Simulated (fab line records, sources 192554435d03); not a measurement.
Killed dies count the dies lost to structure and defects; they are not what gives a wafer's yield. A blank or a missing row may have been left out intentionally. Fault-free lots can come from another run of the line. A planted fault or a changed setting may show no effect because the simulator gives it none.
2 desks looking at one fault || flow n5Finfet || each desk holds nothing but its own numbers, with what lay behind them at the end

DESK OF THE TOOL OWNER: rieDiel-04
The tool's own readings at N5_BEOL_M11_TRENCH_ETCH_37 (etches SiCOH lowk in C4F6/O2, target depth 148.83 nm, time 48 s): means of the sampled wafers that have a number, for each lot that ran on this tool. Any lot whose mean is over 4 standard deviations away from the usual mean is out of limits and marked OUT; that distance is given in the brackets.
Columns: A = drypumpMotorCurrentA at N5_BEOL_M11_TRENCH_ETCH_37, usual 5.5 A; B = oesProductAu at N5_BEOL_M11_TRENCH_ETCH_37, usual 0.77 a.u.; C = rfVppV at N5_BEOL_M11_TRENCH_ETCH_37, usual 668 V; D = showerheadPlenumPTorr at N5_BEOL_M11_TRENCH_ETCH_37, usual 2.84 Torr; E = throttleValvePct at N5_BEOL_M11_TRENCH_ETCH_37, usual 21.04 %
{"lot": "L763", "first seen here": "day 12 01:29", "A": 5.0, "B": 0.72, "C": 677, "D": 2.90, "E": 21.05}
{"lot": "L765", "first seen here": "day 12 21:59", "A": 5.0, "B": 0.73, "C": 680, "D": 2.89, "E": 20.94}
{"lot": "L764", "first seen here": "day 13 05:21", "A": 5.1, "B": 0.71, "C": 668, "D": 2.81, "E": 20.91}
{"lot": "L771", "first seen here": "day 14 15:06", "A": 5.2, "B": 0.69, "C": 659, "D": 2.74, "E": 20.89}
{"lot": "L782", "first seen here": "day 17 17:55", "A": 5.2, "B": 0.69, "C": 678, "D": 2.84, "E": 20.86}
Finding of this desk: none of the 5 lots has anything out of limits.

METROLOGY DESK
What the gauges read, lot by lot, whatever tool the lot ran on: means of the sampled wafers that have a number. Any lot whose mean is over 4 standard deviations away from the usual mean is out of limits and marked OUT; that distance is given in the brackets.
Columns: A = PAD_OVL at N5_PASSIVATION_OVL_MEAS_63, usual 0 nm
{"lot": "L762", "first seen here": "day 12 21:11", "A": 11}
{"lot": "L760", "first seen here": "day 13 06:53", "A": -7}
{"lot": "L763", "first seen here": "day 13 15:08", "A": 1}
{"lot": "L765", "first seen here": "day 14 08:47", "A": -5}
{"lot": "L764", "first seen here": "day 14 13:34", "A": -4}
{"lot": "L770", "first seen here": "day 16 00:01", "A": 1}
{"lot": "L771", "first seen here": "day 16 03:49", "A": -7}
{"lot": "L776", "first seen here": "day 16 15:38", "A": -2}
{"lot": "L778", "first seen here": "day 17 16:11", "A": 4}
{"lot": "L781", "first seen here": "day 18 15:55", "A": 6}
{"lot": "L779", "first seen here": "day 18 16:29", "A": -2}
{"lot": "L782", "first seen here": "day 19 11:04", "A": -6}
Finding of this desk: none of the 12 lots has anything out of limits.

BROUGHT TOGETHER
The tool owner's desk saw nothing out of limits.
At the metrology desk, nothing out of limits was observed.

WHAT THE SIMULATOR HAD PUT IN
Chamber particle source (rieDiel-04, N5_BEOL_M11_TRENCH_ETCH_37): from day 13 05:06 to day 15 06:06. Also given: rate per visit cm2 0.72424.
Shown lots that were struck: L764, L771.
